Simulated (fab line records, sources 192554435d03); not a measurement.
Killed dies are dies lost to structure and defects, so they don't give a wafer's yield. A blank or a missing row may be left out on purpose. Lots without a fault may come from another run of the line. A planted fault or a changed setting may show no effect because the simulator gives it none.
Chamber matching | flow n5_finfet | N5_BEOL_M0_SAQP_ETCH_84 on rie_diel-04: 4 sister chambers
The step etches SOC in N2/H2, target depth 100 nm, overetch 20 nm, time 150 s. 4 wafers are shown with their chamber, then 7 later ones without.

WAFERS WITH THEIR CHAMBER
wafer  | chamber | throttle_valve_pct (%)
L083.4 | 2       | 18.03
L084.2 | 3       | 17.75
L090.1 | 0       | 18.04
L090.2 | 1       | 17.55

WAFERS WITHOUT THEIR CHAMBER
wafer  | throttle_valve_pct (%)
L090.6 | 17.29
L096.1 | 17.59
L096.4 | 18.08
L096.5 | 18.05
L097.1 | 17.58
L097.4 | 18.07
L097.6 | 17.31

WHICH CHAMBER EACH WENT THROUGH
wafer  | from the rows above     | in truth
L090.6 | can't be placed: 1 or 3 | 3
L096.1 | can't be placed: 1 or 3 | 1
L096.4 | can't be placed: 0 or 2 | 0
L096.5 | can't be placed: 0 or 2 | 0
L097.1 | can't be placed: 1 or 3 | 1
L097.4 | can't be placed: 0 or 2 | 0
L097.6 | can't be placed: 1 or 3 | 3
Placed correctly: 0 of 7. Can't be placed from these rows: 7 (the true chamber is among the candidates in 7). Placed wrongly: 0.
How it was worked out, from the rows above alone: a wafer's distance from a chamber is the root of the sum, over the readings, of the square of ((its reading less the chamber's mean) divided by the reading's scatter). The wafer belongs to the nearest chamber; if the next one is less than 2 further off, it can't be placed. A chamber's mean is the mean of its shown wafers. The scatter: with one shown wafer a chamber, the root of the mean of the squares of how far each hidden wafer lies from its nearest shown one.
